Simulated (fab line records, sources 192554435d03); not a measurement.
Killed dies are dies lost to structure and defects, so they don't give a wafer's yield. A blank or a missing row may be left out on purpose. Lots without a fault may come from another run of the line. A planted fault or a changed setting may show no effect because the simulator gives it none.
Which tool did it? | flow n5_finfet | 24 lots, 72 wafers sampled, at 3 steps of a route of 1938

WHAT THE GAUGES READ, wafer by wafer
N5_PMOS_HMC_CHANNEL_EPI_CD_MEAS_09: target cd 237.4 nm.
lot  | measured    | on        | cd_nm (nm)
L074 | day 1 16:59 | cd_sem-02 | 237.7 235.1 235.9
L075 | day 1 23:31 | cd_sem-01 | 236.6 236.8 237.8
L076 | day 2 05:40 | cd_sem-02 | 239.6 237.6 239.8
L077 | day 2 12:23 | cd_sem-03 | 238.6 240.1 237.0
L078 | day 2 17:09 | cd_sem-03 | 237.4 237.8 237.1
L079 | day 2 23:26 | cd_sem-01 | 237.3 236.5 238.0
L080 | day 3 05:24 | cd_sem-03 | 235.0 237.2 237.9
L081 | day 3 11:35 | cd_sem-03 | 238.1 238.4 239.1
L082 | day 3 17:07 | cd_sem-02 | 238.7 237.2 238.4
L083 | day 3 23:23 | cd_sem-03 | 233.9 235.8 236.0
L084 | day 4 05:13 | cd_sem-01 | 236.8 235.1 236.0
L085 | day 4 11:03 | cd_sem-03 | 237.7 237.7 238.3
L086 | day 4 17:24 | cd_sem-02 | 236.4 238.1 238.3
L087 | day 4 23:27 | cd_sem-03 | 238.1 238.9 238.3
L088 | day 5 05:25 | cd_sem-02 | 237.5 237.5 236.8
L089 | day 5 11:03 | cd_sem-03 | 238.1 237.3 237.4
L090 | day 5 17:12 | cd_sem-02 | 236.7 237.1 236.8
L091 | day 5 23:32 | cd_sem-02 | 237.5 239.2 237.1
L092 | day 6 05:29 | cd_sem-03 | 236.2 237.7 236.2
L093 | day 6 11:19 | cd_sem-02 | 239.3 239.0 237.6
L094 | day 6 17:35 | cd_sem-01 | 236.9 237.6 238.0
L095 | day 6 22:59 | cd_sem-02 | 237.9 236.5 236.9
L096 | day 7 06:37 | cd_sem-03 | 236.9 236.8 235.9
L097 | day 7 11:41 | cd_sem-01 | 239.2 237.7 238.5

N5_PMOS_HMC_CHANNEL_EPI_OVL_MEAS_10.
lot  | measured    | on         | PMOS_HMC_BLK_OVL (nm)
L074 | day 1 17:01 | overlay-02 | -0.2 1.6 0.8
L075 | day 1 23:33 | overlay-02 | -0.6 0.0 -1.6
L076 | day 2 05:41 | overlay-02 | 0.9 1.0 0.3
L077 | day 2 12:25 | overlay-02 | -0.1 1.3 0.9
L078 | day 2 17:11 | overlay-01 | 1.0 2.0 0.1
L079 | day 2 23:29 | overlay-01 | -0.7 0.3 -0.5
L080 | day 3 05:26 | overlay-01 | 1.3 2.3 1.0
L081 | day 3 11:37 | overlay-02 | 0.3 0.6 -0.5
L082 | day 3 17:09 | overlay-01 | 0.8 1.2 1.3
L083 | day 3 23:25 | overlay-01 | 1.3 -0.6 1.0
L084 | day 4 05:14 | overlay-01 | -1.3 -1.5 -1.3
L085 | day 4 11:04 | overlay-01 | 0.5 0.6 -1.0
L086 | day 4 17:26 | overlay-01 | -1.3 0.3 0.1
L087 | day 4 23:29 | overlay-02 | 1.2 -1.1 0.9
L088 | day 5 05:27 | overlay-01 | -0.6 0.3 -1.4
L089 | day 5 11:05 | overlay-02 | 0.9 0.2 0.3
L090 | day 5 17:14 | overlay-02 | -0.5 2.2 0.7
L091 | day 5 23:34 | overlay-01 | -0.8 -0.9 0.2
L092 | day 6 05:31 | overlay-02 | -0.7 0.7 0.0
L093 | day 6 11:21 | overlay-01 | -1.5 -0.1 -0.9
L094 | day 6 17:37 | overlay-01 | 2.3 0.2 1.4
L095 | day 6 23:01 | overlay-01 | 0.5 -0.5 -0.7
L096 | day 7 06:39 | overlay-02 | -0.5 -0.3 1.0
L097 | day 7 11:43 | overlay-02 | -0.8 0.6 0.7

WHICH TOOL RAN EACH LOT (tool, then ch and the chambers of the sampled wafers, then the start)
lot  | N5_WELL_APT_RTA_34
L074 | rtp_anneal-02 ch 0, day 1 15:41
L075 | rtp_anneal-02 ch 0, day 1 22:14
L076 | rtp_anneal-01 ch 0, day 2 04:20
L077 | rtp_anneal-02 ch 0, day 2 11:11
L078 | rtp_anneal-01 ch 0, day 2 15:50
L079 | rtp_anneal-01 ch 0, day 2 22:15
L080 | rtp_anneal-01 ch 0, day 3 04:01
L081 | rtp_anneal-01 ch 0, day 3 10:05
L082 | rtp_anneal-01 ch 0, day 3 15:48
L083 | rtp_anneal-02 ch 0, day 3 22:05
L084 | rtp_anneal-02 ch 0, day 4 03:50
L085 | rtp_anneal-02 ch 0, day 4 09:41
L086 | rtp_anneal-01 ch 0, day 4 15:52
L087 | rtp_anneal-02 ch 0, day 4 21:43
L088 | rtp_anneal-01 ch 0, day 5 03:54
L089 | rtp_anneal-02 ch 0, day 5 09:40
L090 | rtp_anneal-02 ch 0, day 5 15:37
L091 | rtp_anneal-02 ch 0, day 5 22:01
L092 | rtp_anneal-01 ch 0, day 6 03:59
L093 | rtp_anneal-02 ch 0, day 6 10:01
L094 | rtp_anneal-01 ch 0, day 6 16:04
L095 | rtp_anneal-01 ch 0, day 6 21:40
L096 | rtp_anneal-02 ch 0, day 7 05:20
L097 | rtp_anneal-02 ch 0, day 7 10:29
- N5_WELL_APT_RTA_34: time 10 s.

WHAT THE TOOLS THEMSELVES READ (means of the sampled wafers that have a number; where no wafer has one, the mark that the record gives instead)
N5_WELL_APT_RTA_34.
lot  | tool          | lamp_power_pct (%) | lamp_zone_1_pct (%) | wafer_temp_C_max
L074 | rtp_anneal-02 | 12.95              | 12.99               | 1003.4
L075 | rtp_anneal-02 | 12.97              | 12.97               | 1003.9
L076 | rtp_anneal-01 | 13.04              | 13.01               | 1004.5
L077 | rtp_anneal-02 | 12.99              | 12.98               | 1002.8
L078 | rtp_anneal-01 | 13.00              | 13.02               | 1003.4
L079 | rtp_anneal-01 | 13.00              | 12.99               | 1003.5
L080 | rtp_anneal-01 | 13.00              | 12.97               | 1003.7
L081 | rtp_anneal-01 | 13.01              | 13.00               | 1003.8
L082 | rtp_anneal-01 | 13.02              | 12.99               | 1003.0
L083 | rtp_anneal-02 | 13.02              | 12.99               | 1003.5
L084 | rtp_anneal-02 | 13.02              | 13.01               | 1003.8
L085 | rtp_anneal-02 | 13.00              | 13.02               | 1004.3
L086 | rtp_anneal-01 | 13.00              | 13.00               | 1003.7
L087 | rtp_anneal-02 | 12.98              | 13.00               | 1003.5
L088 | rtp_anneal-01 | 13.02              | 13.00               | 1002.9
L089 | rtp_anneal-02 | 13.05              | 13.04               | 1003.7
L090 | rtp_anneal-02 | 13.02              | 13.00               | 1003.8
L091 | rtp_anneal-02 | 12.98              | 13.00               | 1003.5
L092 | rtp_anneal-01 | 13.04              | 12.98               | 1003.1
L093 | rtp_anneal-02 | 13.04              | 13.02               | 1003.9
L094 | rtp_anneal-01 | 13.01              | 12.99               | 1003.8
L095 | rtp_anneal-01 | 12.96              | 13.00               | 1003.2
L096 | rtp_anneal-02 | 12.98              | 13.01               | 1003.3
L097 | rtp_anneal-02 | 13.05              | 12.98               | 1003.1

THE ANSWER, worked out from the rows above alone
Rule: what is usual is taken from the lots themselves. Put in order of their means at a reading, lots are off if they are a third of the lots or fewer, leave a main group of 4 or more, and stand apart from it by a gap of 3 or more times the standard deviation of the main group's means; of several such gaps the widest counts. A main group whose means are all the same, to the digits that the tables above print for the reading, isn't used. A lot without any number at a reading at which 4 lots or more have one is off too. The other lots that the step has rows for count as sound. The gauges are gone through in route order, then the tools' own readings, and for those a lot's mean is taken as printed above. The first step at which some lot is off is used, and at that step the reading that is off furthest; a lot without a number counts as furthest.
No lot is off at any reading shown: from this, nothing can be told.

WHAT THE SIMULATOR HAD PUT IN
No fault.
